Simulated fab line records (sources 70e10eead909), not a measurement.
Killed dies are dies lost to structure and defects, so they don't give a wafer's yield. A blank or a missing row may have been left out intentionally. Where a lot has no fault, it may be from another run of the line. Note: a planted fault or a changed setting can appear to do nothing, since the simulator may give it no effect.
fab line records | flow nandHarc | part 1 of 2: steps 1 to 27 of 39
[record] lots = 5 | wafers = 15 | lastDay = 23
route steps=1159 shown P_CONTACT@251 P_M0@253 P_M1@285
lots with no fault: from the same line, run without faults
startH: the number of hours between the record's first day and the start of the first shown wafer of the lot | waitH: time in hours since the lot's previous step | " unchanged from the row above | L1.1+2: a single row standing in for several wafers | - value missing, or start not given | * or withheld: withheld | < > ~ a bound
route shown NAME@n: names a module that has steps shown in the file, with the first one's number in the route | usual: average and standard deviation across the fault-free wafers | same: alike in all rows | chamber/n: place in a boat | sites: per-site readings | _std_site: how widely they spread, as a standard deviation | _edge_site: outer sites' mean less inner sites' | radiusMm: for every site, how far away it sits from the centre of the wafer | mask NAME#n: copy n | behind: the most recent tool/chamber to have shaped the wafer | hold: cause of the lot's hold/its duration in hours/its outcome | device: whichever transistor did not switch (one of n, p or np) | end of line: tests run on the same wafers once the route is complete | a step given without rows: its recipe and nothing more | killed: not the wafer's yield, but the dies lost to structure and defects at the first sort | map: shows each die of a wafer: x if killed, . if not, _ if none is there
set.NAME: the setting that was run; set.NAME@STEP: the one run at that earlier step | model.NAME: the simulator's own value behind a step, which no gauge read
lots seen at some steps along the route; tables by step, rows by wafer
services: when a tool's chamber went out of use (startH, in hours from the record's first day, below 0 if earlier), for how many hours, and the reason
[[steps]]
[step NHARC_P_CONTACT_SRD_26]
lot.wafer  | tool        | chamber | startH | waitH
L080.2+1+5 | wetBench-09 | 1,4,5   | 159.16 | 0.0
L084.5+6+1 | wetBench-04 | 1,2,6   | 177.61 | 0.0
L086.1+6+2 | wetBench-06 | 7,0,1   | 189.77 | 0.0
L092.4+3+2 | wetBench-09 | 5,7,1   | 220.76 | 0.0
L093.1+4+5 | wetBench-06 | 6,0,3   | 225.18 | 0.0
[step NHARC_P_CONTACT_INSPECT_27]
[usual] rawDefectCount = 305/170
lot.wafer | tool             | chamber | startH | waitH | rawDefectCount
L080.1    | defectInspect-01 | -       | 159.25 | 0.1   | 192
L080.2    | "                | -       | "      | "     | 285
L080.5    | "                | -       | "      | "     | 347
L084.1    | defectInspect-01 | -       | 177.69 | 0.1   | 132
L084.5    | "                | -       | "      | "     | 121
L084.6    | "                | -       | "      | "     | 96
L086.1    | defectInspect-02 | -       | 189.85 | 0.1   | 324
L086.2    | "                | -       | "      | "     | 402
L086.6    | "                | -       | "      | "     | 357
L092.2    | defectInspect-02 | -       | 220.84 | 0.1   | 387
L092.3    | "                | -       | "      | "     | 347
L092.4    | "                | -       | "      | "     | 112
L093.1    | defectInspect-02 | -       | 225.26 | 0.1   | 306
L093.4    | "                | -       | "      | "     | 253
L093.5    | "                | -       | "      | "     | 234
[step NHARC_P_M0_DEP_00]
[recipe] targetThkA = 1500 | targetThkNm = 150 | tempC = withheld | pressureTorr = 5 | flowSccm = 200 | rfW = 600 | material = SiOC
[usual] rfFwdPowerW = 598.7/1.8
lot.wafer | tool     | chamber | startH | waitH | rfFwdPowerW
L080.1    | pecvd-01 | 2       | 159.32 | 0.1   | 597.7
L080.2    | "        | 0       | "      | "     | 596.3
L080.5    | "        | 2       | "      | "     | 600.2
L084.1    | pecvd-01 | 2       | 177.85 | 0.2   | 596.7
L084.6    | "        | 1       | "      | "     | 599.1
L084.5    | "        | 2       | "      | "     | 596.9
L086.1    | pecvd-02 | 1       | 189.92 | 0.1   | 596.9
L086.2    | "        | 0       | "      | "     | 598.8
L086.6    | "        | 0       | "      | "     | 600.4
L092.2    | pecvd-02 | 1       | 220.91 | 0.1   | 597.2
L092.3    | "        | 2       | "      | "     | 597.9
L092.4    | "        | 2       | "      | "     | 599.5
L093.1    | pecvd-02 | 1       | 225.37 | 0.1   | 595.9
L093.4    | "        | 0       | "      | "     | 598.9
L093.5    | "        | 2       | "      | "     | 599.5
[step NHARC_P_M0_DEHYDRATE_01]
[recipe] tempC = 150 | timeS = 120
[usual] heaterPowerTotalW = 182.6/1.2
lot.wafer | tool          | chamber | startH | waitH | heaterPowerTotalW
L080.1    | lithoTrack-06 | 0       | 159.72 | -     | 182.5
L080.2    | "             | 0       | "      | "     | 183.5
L080.5    | "             | 0       | "      | "     | 181.3
L084.1    | lithoTrack-04 | 0       | 178.16 | -     | 183.0
L084.5    | "             | 0       | "      | "     | 181.0
L084.6    | "             | 0       | "      | "     | 182.0
L086.1    | lithoTrack-06 | 0       | 190.32 | -     | 181.2
L086.2    | "             | 0       | "      | "     | 184.5
L086.6    | "             | 0       | "      | "     | 181.6
L092.2    | lithoTrack-04 | 0       | 221.31 | -     | 181.3
L092.3    | "             | 0       | "      | "     | 183.9
L092.4    | "             | 0       | "      | "     | 182.9
L093.1    | lithoTrack-01 | 0       | 225.72 | -     | 183.6
L093.4    | "             | 0       | "      | "     | 184.3
L093.5    | "             | 0       | "      | "     | 180.8
[step NHARC_P_M0_HMDS_02]
[recipe] timeS = 30
lot.wafer  | tool          | chamber | startH | waitH
L080.1+2+5 | lithoTrack-06 | 0       | -      | -
L084.1+5+6 | lithoTrack-04 | 0       | -      | -
L086.1+2+6 | lithoTrack-06 | 0       | -      | -
L092.2+3+4 | lithoTrack-04 | 0       | -      | -
L093.1+4+5 | lithoTrack-01 | 0       | -      | -
[step NHARC_P_M0_COAT_33]
[recipe] tempC = 200 | timeS = 65
[usual] heaterPowerTotalW = 386.0/1.3
lot.wafer | tool          | chamber | startH | waitH | heaterPowerTotalW
L080.1    | lithoTrack-06 | 0       | -      | -     | 388.0
L080.2    | "             | 0       | "      | "     | 384.4
L080.5    | "             | 0       | "      | "     | 384.7
L084.1    | lithoTrack-04 | 0       | -      | -     | 385.6
L084.5    | "             | 0       | "      | "     | 385.9
L084.6    | "             | 0       | "      | "     | 384.9
L086.1    | lithoTrack-06 | 0       | -      | -     | 386.0
L086.2    | "             | 0       | "      | "     | 384.8
L086.6    | "             | 0       | "      | "     | 385.2
L092.2    | lithoTrack-04 | 0       | -      | -     | 388.0
L092.3    | "             | 0       | "      | "     | 387.7
L092.4    | "             | 0       | "      | "     | 388.0
L093.1    | lithoTrack-01 | 0       | -      | -     | 385.7
L093.4    | "             | 0       | "      | "     | 385.5
L093.5    | "             | 0       | "      | "     | 387.0
[step NHARC_P_M0_COAT_03]
[recipe] spinRpm = 1500 | resistThkNm = 90
lot.wafer  | tool          | chamber | startH | waitH
L080.1+2+5 | lithoTrack-06 | 0       | -      | -
L084.1+5+6 | lithoTrack-04 | 0       | -      | -
L086.1+2+6 | lithoTrack-06 | 0       | -      | -
L092.2+3+4 | lithoTrack-04 | 0       | -      | -
L093.1+4+5 | lithoTrack-01 | 0       | -      | -
[step NHARC_P_M0_SOFTBAKE_04]
[recipe] tempC = 105 | timeS = 55
[usual] heaterPowerTotalW = 188.45/0.13
lot.wafer | tool          | chamber | startH | waitH | heaterPowerTotalW
L080.1    | lithoTrack-06 | 0       | -      | -     | 188.42
L080.2    | "             | 0       | "      | "     | 188.66
L080.5    | "             | 0       | "      | "     | 188.77
L084.1    | lithoTrack-04 | 0       | -      | -     | 188.61
L084.5    | "             | 0       | "      | "     | 188.45
L084.6    | "             | 0       | "      | "     | 188.33
L086.1    | lithoTrack-06 | 0       | -      | -     | 188.64
L086.2    | "             | 0       | "      | "     | 188.67
L086.6    | "             | 0       | "      | "     | 188.49
L092.2    | lithoTrack-04 | 0       | -      | -     | 188.49
L092.3    | "             | 0       | "      | "     | 188.32
L092.4    | "             | 0       | "      | "     | 188.43
L093.1    | lithoTrack-01 | 0       | -      | -     | 188.62
L093.4    | "             | 0       | "      | "     | 188.30
L093.5    | "             | 0       | "      | "     | 188.32
[step NHARC_P_M0_EBR_05]
lot.wafer  | tool          | chamber | startH | waitH
L080.1+2+5 | lithoTrack-06 | 0       | -      | -
L084.1+5+6 | lithoTrack-04 | 0       | -      | -
L086.1+2+6 | lithoTrack-06 | 0       | -      | -
L092.2+3+4 | lithoTrack-04 | 0       | -      | -
L093.1+4+5 | lithoTrack-01 | 0       | -      | -
[step NHARC_P_M0_EXPOSE_06]
[recipe] na = 1.35 | targetCdNm = 90 | doseMj = 81.28 | maskId = P_M0
[same] na = 1.35
lot.wafer  | tool           | chamber | startH | waitH | mask
L080.1+2+5 | arfiScanner-03 | 0       | 159.89 | -     | P_M0#0
L084.1+5+6 | arfiScanner-02 | 0       | 178.45 | -     | P_M0#0
L086.1+2+6 | arfiScanner-03 | 0       | 190.48 | -     | P_M0#0
L092.2+3+4 | arfiScanner-02 | 0       | 221.60 | -     | P_M0#0
L093.1+4+5 | arfiScanner-02 | 0       | 225.89 | -     | P_M0#0
[step NHARC_P_M0_PEB_07]
[recipe] pebTempC = 100 | pebTimeS = 65
[usual] heaterPowerTotalW = 156.6/0.43
lot.wafer | tool          | chamber | startH | waitH | heaterPowerTotalW
L080.1    | lithoTrack-01 | 0       | 159.95 | 0.1   | 156.9
L080.2    | "             | 0       | "      | "     | 156.9
L080.5    | "             | 0       | "      | "     | 157.2
L084.1    | lithoTrack-04 | 0       | 178.52 | 0.1   | 156.9
L084.5    | "             | 0       | "      | "     | 156.5
L084.6    | "             | 0       | "      | "     | 156.7
L086.1    | lithoTrack-04 | 0       | 190.54 | 0.1   | 156.1
L086.2    | "             | 0       | "      | "     | 156.4
L086.6    | "             | 0       | "      | "     | 155.9
L092.2    | lithoTrack-01 | 0       | 221.66 | 0.1   | 156.0
L092.3    | "             | 0       | "      | "     | 157.2
L092.4    | "             | 0       | "      | "     | 156.1
L093.1    | lithoTrack-06 | 0       | 225.95 | 0.1   | 156.3
L093.4    | "             | 0       | "      | "     | 156.8
L093.5    | "             | 0       | "      | "     | 157.1
[step NHARC_P_M0_DEVELOP_08]
[recipe] developTimeS = 35 | devTempC = 23
lot.wafer  | tool          | chamber | startH | waitH
L080.1+2+5 | lithoTrack-01 | 0       | -      | -
L084.1+5+6 | lithoTrack-04 | 0       | -      | -
L086.1+2+6 | lithoTrack-04 | 0       | -      | -
L092.2+3+4 | lithoTrack-01 | 0       | -      | -
L093.1+4+5 | lithoTrack-06 | 0       | -      | -
[step NHARC_P_M0_CD_MEAS_09]
[recipe] targetCdNm = 90 | landingEnergyEv = 500
[usual] cdNm = 90.1/0.64
lot.wafer | tool     | chamber | startH | waitH | cdNm
L080.1    | cdSem-01 | 0       | 160.03 | -     | 90.7
L080.2    | "        | 0       | "      | "     | 90.7
L080.5    | "        | 0       | "      | "     | 90.5
L084.1    | cdSem-02 | 0       | 178.60 | -     | 90.5
L084.5    | "        | 0       | "      | "     | 89.4
L084.6    | "        | 0       | "      | "     | 90.3
L086.1    | cdSem-03 | 0       | 190.62 | -     | 89.8
L086.2    | "        | 0       | "      | "     | 90.9
L086.6    | "        | 0       | "      | "     | 90.7
L092.2    | cdSem-03 | 0       | 221.74 | -     | 89.8
L092.3    | "        | 0       | "      | "     | 89.8
L092.4    | "        | 0       | "      | "     | 90.8
L093.1    | cdSem-02 | 0       | 226.03 | -     | 90.3
L093.4    | "        | 0       | "      | "     | 90.1
L093.5    | "        | 0       | "      | "     | 90.3
[step NHARC_P_M0_OVL_MEAS_10]
[recipe] pitchNm = 180
[usual] overlayXNm = -0.2/1 | overlayYNm = 0.0/0.89
lot.wafer | tool       | chamber | startH | waitH | overlayXNm | overlayYNm
L080.1    | overlay-02 | -       | 160.12 | -     | -0.3       | 0.3
L080.2    | "          | -       | "      | "     | -0.1       | -0.2
L080.5    | "          | -       | "      | "     | 0.2        | -0.5
L084.1    | overlay-02 | -       | 178.70 | -     | -1.1       | -0.9
L084.5    | "          | -       | "      | "     | -0.9       | -0.4
L084.6    | "          | -       | "      | "     | -0.1       | -0.3
L086.1    | overlay-01 | -       | 190.71 | -     | -0.3       | 1.2
L086.2    | "          | -       | "      | "     | -0.2       | 1.2
L086.6    | "          | -       | "      | "     | -0.5       | 1.0
L092.2    | overlay-02 | -       | 221.83 | -     | 0.0        | 0.3
L092.3    | "          | -       | "      | "     | -0.2       | -0.7
L092.4    | "          | -       | "      | "     | -0.1       | -0.2
L093.1    | overlay-02 | -       | 226.12 | -     | -0.4       | 0.6
L093.4    | "          | -       | "      | "     | -0.3       | 0.6
L093.5    | "          | -       | "      | "     | -0.5       | 1.1
[step NHARC_P_M0_INSPECT_11]
[usual] rawDefectCount = 4.1/2.2
lot.wafer | tool             | chamber | startH | waitH | rawDefectCount
L080.1    | defectInspect-02 | -       | 160.15 | 0.0   | 9
L080.2    | "                | -       | "      | "     | 8
L080.5    | "                | -       | "      | "     | 5
L084.1    | defectInspect-01 | -       | 178.74 | 0.0   | 6
L084.5    | "                | -       | "      | "     | 4
L084.6    | "                | -       | "      | "     | 2
L086.1    | defectInspect-01 | -       | 190.75 | 0.0   | 2
L086.2    | "                | -       | "      | "     | 8
L086.6    | "                | -       | "      | "     | 6
L092.2    | defectInspect-02 | -       | 221.87 | 0.0   | 1
L092.3    | "                | -       | "      | "     | 1
L092.4    | "                | -       | "      | "     | 2
L093.1    | defectInspect-02 | -       | 226.15 | 0.0   | 3
L093.4    | "                | -       | "      | "     | 3
L093.5    | "                | -       | "      | "     | 5
[step NHARC_P_M0_DESCUM_14]
[recipe] timeS = 3 | o2FlowSccm = 200 | arFlowSccm = 0 | biasPowerW = 0 | chemistry = O2
[usual] drypumpMotorCurrentA = 5.7/0.3 | o2FlowSccm = 200.0/0.64 | oesProductAu = 1.001/0.0097 | rfVppV = 57.7/0.94 | showerheadPlenumPTorr = 1.92/0.098 | throttleValvePct = 11.311/0.0077
lot.wafer | tool       | chamber | startH | waitH | drypumpMotorCurrentA | o2FlowSccm | oesProductAu | rfHoursCounterH | rfVppV | showerheadPlenumPTorr | throttleValvePct
L080.1    | rieDiel-10 | 0       | 160.21 | 0.1   | 5.4                  | 198.8      | 1.014        | 11              | 58.1   | 1.84                  | 11.316
L080.2    | "          | 3       | "      | "     | 6.2                  | 200.9      | 1.011        | 8               | 58.8   | 1.85                  | 11.321
L080.5    | "          | 0       | "      | "     | 5.4                  | 199.7      | 0.996        | -               | 56.2   | 1.84                  | 11.314
L084.1    | rieDiel-05 | 2       | 178.84 | 0.1   | 5.5                  | 200.3      | 0.994        | 0               | 58.7   | 2.06                  | 11.312
L084.5    | "          | 3       | "      | "     | 5.3                  | 200.5      | 1.013        | -               | 58.2   | 1.79                  | 11.302
L084.6    | "          | 0       | "      | "     | 6.0                  | 200.6      | 0.992        | -               | 57.8   | 1.95                  | 11.305
L086.2    | rieDiel-03 | 2       | 190.81 | 0.1   | 5.5                  | 200.5      | 1.019        | 9               | 58.0   | 1.84                  | 11.321
L086.1    | "          | 3       | "      | "     | 6.0                  | 199.6      | 1.010        | 8               | 56.6   | 1.79                  | 11.318
L086.6    | "          | 3       | "      | "     | 6.0                  | 200.2      | 0.991        | -               | 56.4   | 1.79                  | 11.319
L092.3    | rieDiel-05 | 0       | 221.97 | 0.1   | 6.1                  | 200.2      | 1.000        | 3               | 57.1   | 1.95                  | 11.316
L092.4    | "          | 1       | "      | "     | 5.7                  | 198.8      | 0.997        | 3               | 58.0   | 1.95                  | 11.306
L092.2    | "          | 3       | "      | "     | 5.3                  | 200.9      | 0.996        | 3               | 56.0   | 1.79                  | 11.313
L093.4    | rieDiel-05 | 1       | 226.21 | 0.1   | 5.7                  | 200.3      | 1.005        | 3               | 59.4   | 1.95                  | 11.313
L093.1    | "          | 2       | "      | "     | 5.5                  | 201.1      | 1.003        | 4               | 58.4   | 2.06                  | 11.321
L093.5    | "          | 2       | "      | "     | 5.4                  | 200.2      | 1.002        | -               | 59.5   | 2.06                  | 11.321
[step NHARC_P_M0_ETCH_34]
[recipe] targetDepthA = 400 | overetchA = 120 | timeS = 43.94 | ionEnergyEv = 200 | n2FlowSccm = 150 | h2FlowSccm = 150 | arFlowSccm = 0 | rfW = 400 | biasW = 150 | chemistry = N2/H2
[usual] drypumpMotorCurrentA = 5.7/0.31 | oesProductAu = 1.003/0.0083 | rfFwdPowerW = 394.8/1.9 | rfVppV = 431/3.1 | showerheadPlenumPTorr = 2.05/0.11 | throttleValvePct = 14.171/0.009
lot.wafer | tool       | chamber | startH | waitH | drypumpMotorCurrentA | oesProductAu | rfFwdPowerW | rfHoursCounterH | rfVppV | showerheadPlenumPTorr | throttleValvePct
L080.1    | rieDiel-10 | 0       | 160.30 | 0.1   | 5.4                  | 1.001        | 397.9       | 11              | 427    | 1.95                  | 14.172
L080.2    | "          | 1       | "      | "     | 5.2                  | 0.997        | 394.2       | 10              | 431    | 2.07                  | 14.161
L080.5    | "          | 1       | "      | "     | 5.2                  | 1.000        | 396.6       | -               | 432    | 2.07                  | 14.169
L084.1    | rieDiel-05 | 0       | 178.92 | 0.1   | 6.1                  | 0.994        | 393.9       | 0               | 432    | 2.08                  | 14.164
L084.5    | "          | 1       | "      | "     | 5.7                  | 1.008        | 395.3       | -               | 432    | 2.08                  | 14.179
L084.6    | "          | 2       | "      | "     | 5.5                  | 1.000        | 395.5       | -               | 435    | 2.20                  | 14.167
L086.1    | rieDiel-03 | 0       | 190.91 | 0.1   | 5.8                  | 1.016        | 396.4       | 10              | 434    | 2.17                  | 14.183
L086.2    | "          | 1       | "      | "     | 6.0                  | 1.001        | 395.4       | 9               | 434    | 2.14                  | 14.177
L086.6    | "          | 2       | "      | "     | 5.5                  | 1.011        | 395.9       | -               | 430    | 1.96                  | 14.175
L092.3    | rieDiel-05 | 2       | 222.05 | 0.1   | 5.5                  | 0.997        | 395.6       | 4               | 435    | 2.20                  | 14.195
L092.4    | "          | 3       | "      | "     | 5.3                  | 1.006        | 396.6       | 3               | 426    | 1.90                  | 14.156
L092.2    | "          | 0       | "      | "     | 6.0                  | 0.992        | 393.1       | 3               | 432    | 2.08                  | 14.180
L093.4    | rieDiel-05 | 2       | 226.31 | 0.1   | 5.5                  | 1.000        | 394.5       | 4               | 435    | 2.20                  | 14.184
L093.1    | "          | 0       | "      | "     | 6.0                  | 0.995        | 393.9       | 3               | 432    | 2.08                  | 14.160
L093.5    | "          | 1       | "      | "     | 5.7                  | 1.016        | 395.9       | -               | 431    | 2.08                  | 14.183
[step NHARC_P_M0_ETCH_15]
[recipe] targetDepthA = 1500 | overetchA = 150 | timeS = 82.5 | c4f8FlowSccm = withheld | arFlowSccm = 400 | rfW = 600 | biasW = 300 | chemistry = C4F8/Ar
[usual] oesProductAu = 0.957/0.021 | rfFwdPowerW = 595.0/2.2 | rfVppV = 441/3.2
lot.wafer | tool       | chamber | startH | waitH | oesProductAu | rfFwdPowerW | rfHoursCounterH | rfVppV
L080.1    | rieDiel-10 | 0       | -      | -     | 0.922        | 595.6       | 11              | 438
L080.2    | "          | 3       | "      | "     | 0.962        | 595.1       | 8               | 439
L080.5    | "          | 0       | "      | "     | 0.923        | 596.8       | -               | 440
L084.1    | rieDiel-05 | 1       | -      | -     | 0.984        | 593.7       | 0               | 443
L084.5    | "          | 1       | "      | "     | 0.990        | 594.5       | -               | 442
L084.6    | "          | 2       | "      | "     | 0.986        | 594.9       | -               | 446
L086.1    | rieDiel-03 | 2       | -      | -     | 0.931        | 594.4       | 9               | 440
L086.2    | "          | 3       | "      | "     | 0.933        | 593.3       | 8               | 437
L086.6    | "          | 3       | "      | "     | 0.933        | 592.9       | -               | 436
L092.3    | rieDiel-05 | 2       | -      | -     | 0.944        | 591.5       | 4               | 446
L092.2    | "          | 0       | "      | "     | 0.935        | 595.0       | 3               | 443
L092.4    | "          | 1       | "      | "     | 0.937        | 598.3       | 3               | 442
L093.1    | rieDiel-05 | 1       | -      | -     | 0.959        | 594.0       | 3               | 444
L093.4    | "          | 3       | "      | "     | 0.973        | 598.7       | 3               | 436
L093.5    | "          | 0       | "      | "     | 0.971        | 592.8       | -               | 442
[step NHARC_P_M0_CD_MEAS_16]
[usual] cdNm = 90.1/0.78
lot.wafer | tool     | chamber | startH | waitH | cdNm
L080.1    | cdSem-01 | -       | 160.51 | -     | 89.9
L080.2    | "        | -       | "      | "     | 89.5
L080.5    | "        | -       | "      | "     | 91.1
L084.1    | cdSem-03 | -       | 179.12 | -     | 89.3
L084.5    | "        | -       | "      | "     | 90.0
L084.6    | "        | -       | "      | "     | 89.8
L086.1    | cdSem-01 | -       | 191.11 | -     | 90.5
L086.2    | "        | -       | "      | "     | 90.4
L086.6    | "        | -       | "      | "     | 90.6
L092.2    | cdSem-03 | -       | 222.28 | -     | 89.7
L092.3    | "        | -       | "      | "     | 88.5
L092.4    | "        | -       | "      | "     | 90.3
L093.1    | cdSem-01 | -       | 226.51 | -     | 89.6
L093.4    | "        | -       | "      | "     | 89.9
L093.5    | "        | -       | "      | "     | 89.4
[step NHARC_P_M0_STRIP_18]
[recipe] powerW = 1000 | n2FlowSccm = 150 | h2FlowSccm = 150 | arFlowSccm = 0 | biasW = 0 | chemistry = N2/H2
[usual] drypumpMotorCurrentA = 5.6/0.31 | oesProductAu = 1.001/0.0093 | rfFwdPowerW = 997/3.2 | rfVppV = 90.8/1.1 | showerheadPlenumPTorr = 2.06/0.11 | throttleValvePct = 14.171/0.0085
lot.wafer | tool       | chamber | startH | waitH | drypumpMotorCurrentA | oesProductAu | rfFwdPowerW | rfHoursCounterH | rfVppV | showerheadPlenumPTorr | throttleValvePct
L080.1    | rieDiel-05 | 3       | 160.62 | 0.1   | 5.3                  | 0.984        | 997         | 11              | 90.1   | 1.91                  | 14.179
L080.2    | "          | 1       | "      | "     | 5.7                  | 1.009        | 998         | 13              | 91.6   | 2.08                  | 14.169
L080.5    | "          | 3       | "      | "     | 5.3                  | 0.996        | 1000        | -               | 89.1   | 1.91                  | 14.170
L084.1    | rieDiel-03 | 0       | 179.25 | 0.1   | 5.8                  | 1.009        | 996         | 9               | 90.7   | 2.17                  | 14.165
L084.6    | "          | 2       | "      | "     | 5.5                  | 1.015        | 992         | -               | 89.1   | 1.96                  | 14.166
L084.5    | "          | 3       | "      | "     | 6.0                  | 1.004        | 995         | -               | 91.0   | 1.90                  | 14.157
L086.1    | rieDiel-10 | 3       | 191.18 | 0.1   | 6.2                  | 1.001        | 995         | 1               | 89.7   | 1.97                  | 14.160
L086.2    | "          | 2       | "      | "     | 5.6                  | 1.006        | 1000        | 0               | 90.5   | 2.20                  | 14.174
L086.6    | "          | 0       | "      | "     | 5.4                  | 1.009        | 999         | -               | 90.4   | 1.95                  | 14.170
L092.2    | rieDiel-05 | 1       | 222.38 | 0.1   | 5.7                  | 1.017        | 998         | 3               | 91.5   | 2.08                  | 14.174
L092.3    | "          | 2       | "      | "     | 5.5                  | 1.000        | 993         | 4               | 91.1   | 2.20                  | 14.172
L092.4    | "          | 3       | "      | "     | 5.3                  | 1.005        | 1000        | 3               | 91.3   | 1.90                  | 14.182
L093.4    | rieDiel-10 | 2       | 226.61 | 0.1   | 5.6                  | 1.001        | 993         | 4               | 90.2   | 2.20                  | 14.177
L093.1    | "          | 3       | "      | "     | 6.3                  | 1.000        | 990         | 4               | 89.3   | 1.97                  | 14.164
L093.5    | "          | 1       | "      | "     | 5.3                  | 0.984        | 1001        | -               | 91.2   | 2.07                  | 14.157
[step NHARC_P_M0_STRIP_19]
[recipe] timeS = 600 | tempC = 30 | chemistry = postEtchResidueRemover
lot.wafer  | tool        | chamber | startH | waitH
L080.2+5+1 | wetBench-03 | 0,1,3   | 160.88 | -
L084.5+6+1 | wetBench-01 | 1,4,6   | 179.47 | -
L086.1+2+6 | wetBench-05 | 5,7,2   | 191.47 | -
L092.3+4+2 | wetBench-05 | 4,5,0   | 222.64 | -
L093.5+4+1 | wetBench-01 | 7,2,4   | 226.86 | -
[step NHARC_P_M0_DEGAS_28]
[recipe] tempC = 250 | timeS = 60
[usual] heaterPowerW = 342/23
lot.wafer | tool          | chamber | startH | waitH | heaterPowerW
L080.1    | pvdSputter-03 | -       | 161.14 | -     | 325
L080.2    | "             | -       | "      | "     | 342
L080.5    | "             | -       | "      | "     | 330
L084.1    | pvdSputter-01 | -       | 179.74 | -     | 308
L084.6    | "             | -       | "      | "     | 352
L084.5    | "             | -       | "      | "     | 311
L086.2    | pvdSputter-02 | -       | 191.77 | -     | 322
L086.1    | "             | -       | "      | "     | 363
L086.6    | "             | -       | "      | "     | 333
L092.2    | pvdSputter-01 | -       | 222.90 | -     | 383
L092.3    | "             | -       | "      | "     | 351
L092.4    | "             | -       | "      | "     | 358
L093.4    | pvdSputter-03 | -       | 227.18 | -     | 336
L093.1    | "             | -       | "      | "     | 327
L093.5    | "             | -       | "      | "     | 347
[step NHARC_P_M0_PRE_CLEAN_29]
[recipe] timeS = 30 | tempC = 280 | gas = H2/He
[usual] heaterPowerW = 421/27
lot.wafer | tool          | chamber | startH | waitH | heaterPowerW
L080.2    | pvdSputter-03 | -       | -      | -     | 407
L080.1    | "             | -       | "      | "     | 421
L080.5    | "             | -       | "      | "     | 399
L084.1    | pvdSputter-01 | -       | -      | -     | 382
L084.6    | "             | -       | "      | "     | 431
L084.5    | "             | -       | "      | "     | 418
L086.2    | pvdSputter-02 | -       | -      | -     | 439
L086.1    | "             | -       | "      | "     | 405
L086.6    | "             | -       | "      | "     | 442
L092.2    | pvdSputter-01 | -       | -      | -     | 474
L092.4    | "             | -       | "      | "     | 424
L092.3    | "             | -       | "      | "     | 436
L093.4    | pvdSputter-03 | -       | -      | -     | 388
L093.1    | "             | -       | "      | "     | 401
L093.5    | "             | -       | "      | "     | 396
[step NHARC_P_M0_PVD_20]
[recipe] targetThkA = 50 | biasV = 168.6 | powerW = 15000 | chamberPressurePa = 0.12 | timeS = 8.06 | substrateTempC = 50 | material = TaN
[usual] throttleValvePct = 30.2/0.46
lot.wafer | tool          | chamber | startH | waitH | throttleValvePct
L080.1    | pvdSputter-03 | -       | -      | -     | 30.2
L080.2    | "             | -       | "      | "     | 30.0
L080.5    | "             | -       | "      | "     | 30.4
L084.1    | pvdSputter-01 | -       | -      | -     | 30.3
L084.6    | "             | -       | "      | "     | 30.0
L084.5    | "             | -       | "      | "     | 31.1
L086.2    | pvdSputter-02 | -       | -      | -     | 30.3
L086.1    | "             | -       | "      | "     | 30.2
L086.6    | "             | -       | "      | "     | 29.4
L092.3    | pvdSputter-01 | -       | -      | -     | 30.2
L092.4    | "             | -       | "      | "     | 31.2
L092.2    | "             | -       | "      | "     | 30.5
L093.4    | pvdSputter-03 | -       | -      | -     | 30.2
L093.1    | "             | -       | "      | "     | 30.1
L093.5    | "             | -       | "      | "     | 30.6
[step NHARC_P_M0_PVD_21]
[recipe] targetThkA = 300 | chamberPressurePa = 5 | powerW = 5000 | substrateTempC = 30 | timeS = 20.49 | material = Cu
[usual] throttleValvePct = 30.2/0.45
lot.wafer | tool          | chamber | startH | waitH | throttleValvePct
L080.2    | pvdSputter-03 | -       | -      | -     | 30.0
L080.1    | "             | -       | "      | "     | 30.4
L080.5    | "             | -       | "      | "     | 30.0
L084.1    | pvdSputter-01 | -       | -      | -     | 31.1
L084.5    | "             | -       | "      | "     | 30.0
L084.6    | "             | -       | "      | "     | 31.1
L086.1    | pvdSputter-02 | -       | -      | -     | 29.5
L086.2    | "             | -       | "      | "     | 30.4
L086.6    | "             | -       | "      | "     | 29.4
L092.2    | pvdSputter-01 | -       | -      | -     | 29.9
L092.4    | "             | -       | "      | "     | 30.6
L092.3    | "             | -       | "      | "     | 30.5
L093.1    | pvdSputter-03 | -       | -      | -     | 30.2
L093.4    | "             | -       | "      | "     | 30.2
L093.5    | "             | -       | "      | "     | 29.6
[step NHARC_P_M0_ECD_22]
[recipe] targetThkA = 4000 | bathTempC = 25 | material = Cu
lot.wafer  | tool     | chamber | startH | waitH
L080.1+2+5 | ecdCu-01 | 1,0,0   | 161.53 | -
L084.1+5+6 | ecdCu-01 | 0,0,1   | 180.10 | -
L086.1+2+6 | ecdCu-01 | 1,0,1   | 192.13 | -
L092.2+3+4 | ecdCu-01 | 1,1,0   | 223.34 | -
L093.1+4+5 | ecdCu-02 | 0       | 227.54 | -
[step NHARC_P_M0_ANNEAL_30]
[recipe] tempC = 225 | timeS = 90
[usual] wafer_temp_C_max = 225.87/0.28
lot.wafer | tool         | chamber | startH | waitH | wafer_temp_C_max
L080.1    | rtpAnneal-01 | 0       | 161.91 | 0.3   | 225.89
L080.2    | "            | 0       | "      | "     | 225.79
L080.5    | "            | 0       | "      | "     | 225.72
L084.1    | rtpAnneal-02 | 0       | 180.48 | 0.3   | 225.42
L084.5    | "            | 0       | "      | "     | 225.44
L084.6    | "            | 0       | "      | "     | 225.69
L086.1    | rtpAnneal-01 | 0       | 192.54 | -     | 225.97
L086.2    | "            | 0       | "      | "     | 226.38
L086.6    | "            | 0       | "      | "     | 225.89
L092.2    | rtpAnneal-01 | 0       | 223.83 | 0.4   | 226.49
L092.3    | "            | 0       | "      | "     | 225.84
L092.4    | "            | 0       | "      | "     | 225.91
L093.1    | rtpAnneal-01 | 0       | 227.93 | -     | 226.07
L093.4    | "            | 0       | "      | "     | 225.92
L093.5    | "            | 0       | "      | "     | 226.24
